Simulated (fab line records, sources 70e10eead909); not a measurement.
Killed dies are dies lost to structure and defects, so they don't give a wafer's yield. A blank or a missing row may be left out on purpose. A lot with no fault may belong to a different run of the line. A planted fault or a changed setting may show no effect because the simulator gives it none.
A lot that was struck, set against a sound lot || flow nand harc || 21 steps out of a route of 1159
Sound: wafers L718.3, L718.4, L718.6. Struck: wafers L729.2, L729.4, L729.6. At the end, the cause is stated.
Order at every step that has rows: each side's tool, ch and its chambers, its first start. Under that, the readings that differ: sound wafers || struck wafers || difference of the means || sigmas: that difference in standard deviations of wafers without a fault.
alike: words and numbers the same on both sides, and readings whose means are apart by under 2 such deviations; not compared: readings that were withheld, readings missing a value for some wafer, numbers with overlapping values and no deviation given by the record, and bounds like >300 which may hide the same value.
The two part at a step that has a row with sigmas, a row that says differs or no value, or rows on one side only. When numbers do not overlap yet have no deviation, they are printed without sigmas and do not part them. Lack of a reading on every wafer of one side parts them only where that side has two or more wafers.

first, 5 steps without rows for these wafers: NHARC_P_STI_SOFTBAKE_04 (time 70 s); NHARC_P_STI_EBR_05; NHARC_P_STI_EXPOSE_06 (exposes mask P STI, target cd 200 nm); NHARC_P_STI_PEB_07 (peb time 80 s); NHARC_P_STI_DEVELOP_08 (time 50 s).
NHARC_P_STI_CD_MEAS_09 targets a cd of 200 nm.
  sound on cd sem-02 ch 0, day 2 16:59; struck on cd sem-02 ch 0, day 5 14:02
  alike: cd nm
NHARC_P_STI_OVL_MEAS_10:
  sound: overlay-02 at day 2 17:04; struck: overlay-01 at day 5 14:07
  alike: overlay x nm, overlay y nm
NHARC_P_STI_INSPECT_11:
  sound: defect inspect-01 at day 2 17:06; struck: defect inspect-02 at day 5 14:09
  alike: raw defect count
then, 1 step without rows for these wafers: NHARC_P_STI_HARDBAKE_13 (time 65 s).
NHARC_P_STI_DESCUM_14: chemistry O2, time 3 s.
  sound on rie diel-07 ch 0,2,3, day 2 17:14; struck on rie diel-07 ch 1,3, day 5 14:18
  alike: drypump motor current A, o2 flow sccm, oes product au, rf vpp V, showerhead plenum p Torr, throttle valve pct
  not compared: rf hours counter h
NHARC_P_STI_ETCH_42: etches the open film in N2/H2, target depth 80 nm, overetch 24 nm, time 61 s.
  sound on rie diel-07 ch 0,1,2, day 2 17:19; struck on rie diel-07 ch 0,2, day 5 14:23
  alike: bias w, chamber pressure mTorr, drypump motor current A, n2 flow sccm, oes product au, rf vpp V, showerhead plenum p Torr, throttle valve pct
  not compared: rf hours counter h
NHARC_P_STI_ETCH_31: etches the open film in CF4/CHF3, target depth 108.9 nm, time 54.5 s.
  sound: rie diel-07 ch 0,1,2; struck: rie diel-07 ch 1,3
{"reading": "oes product au (a.u.)", "sound": "0.996 0.961 0.972", "struck": "0.917 0.930 0.919", "difference": -0.054, "sigmas": -3}
  alike: bias w, cf4 flow sccm, chf3 flow sccm, drypump motor current A, rf vpp V, showerhead plenum p Torr, throttle valve pct
  not compared: rf hours counter h
NHARC_P_STI_ETCH_15: etches the open film in HBr/Cl2, target depth 300 nm, time 100.1 s.
  sound on rie si-06 ch 0,1,2, day 2 17:32; struck on rie si-05 ch 1,2,3, day 5 14:36
  no value came back on the struck wafers for any of 5 readings (bias w (W), chamber pressure mTorr (mTorr) and others); on the sound wafers bias w (W) reads 99.5 100.0 99.7
  not compared: rf hours counter h
NHARC_P_STI_CD_MEAS_16:
  sound: cd sem-01 at day 2 17:41; struck: cd sem-01 at day 5 14:44
  alike: cd nm
NHARC_P_STI_OCD_MEAS_17:
  sound: ocd-02 at day 2 17:46; struck: ocd-01 at day 5 14:49
{"reading": "trench depth nm (nm)", "sound": "305 300 301", "struck": "0 0 0", "difference": -302, "sigmas": -76}
{"reading": "trench foot cd nm (nm)", "sound": "158.4 160.8 155.6", "struck": "- - -", "difference": "no value on the struck wafers", "sigmas": ""}
then, 3 steps without rows for these wafers: NHARC_P_STI_STRIP_19 (strips in SPM, time 900 s); NHARC_P_STI_PRECLEAN_32 (cleans in SC1); NHARC_P_STI_SRD_23.
NHARC_P_STI_OCD_MEAS_43:
  sound: ocd-01 at day 2 18:16; struck: ocd-01 at day 5 15:19
{"reading": "trench depth nm (nm)", "sound": "305 300 301", "struck": "0 0 0", "difference": -302, "sigmas": -74}
{"reading": "trench foot cd nm (nm)", "sound": "158.8 159.9 155.7", "struck": "- - -", "difference": "no value on the struck wafers", "sigmas": ""}
then, 1 step without rows for these wafers: NHARC_P_STI_OXIDE_33 (material SiO2, target thk 10 nm, ox time 281 s).
-- the record jumps here: 23 days lie between the struck wafers' starts before and after (it left off in module P_STI and takes up again in module END, whose first step shown is number 1159 of the route) --
NHARC_END_SORT_01:
  sound on prober-01 ch 0, day 25 05:34; struck on prober-02 ch 0, day 28 07:02
{"reading": "killed at periphery", "sound": "5 7 1", "struck": "638 638 636", "difference": "+633", "sigmas": "+99 or more"}
{"reading": "killed dies", "sound": "44 50 44", "struck": "677 677 677", "difference": "+631", "sigmas": "+53"}
  alike: killed at array, killed at other, killed open, killed short

== WHERE THEY PART ==
First at NHARC_P_STI_ETCH_31; last, within this record, at NHARC_END_SORT_01.

WHY: what had been put in by the simulator
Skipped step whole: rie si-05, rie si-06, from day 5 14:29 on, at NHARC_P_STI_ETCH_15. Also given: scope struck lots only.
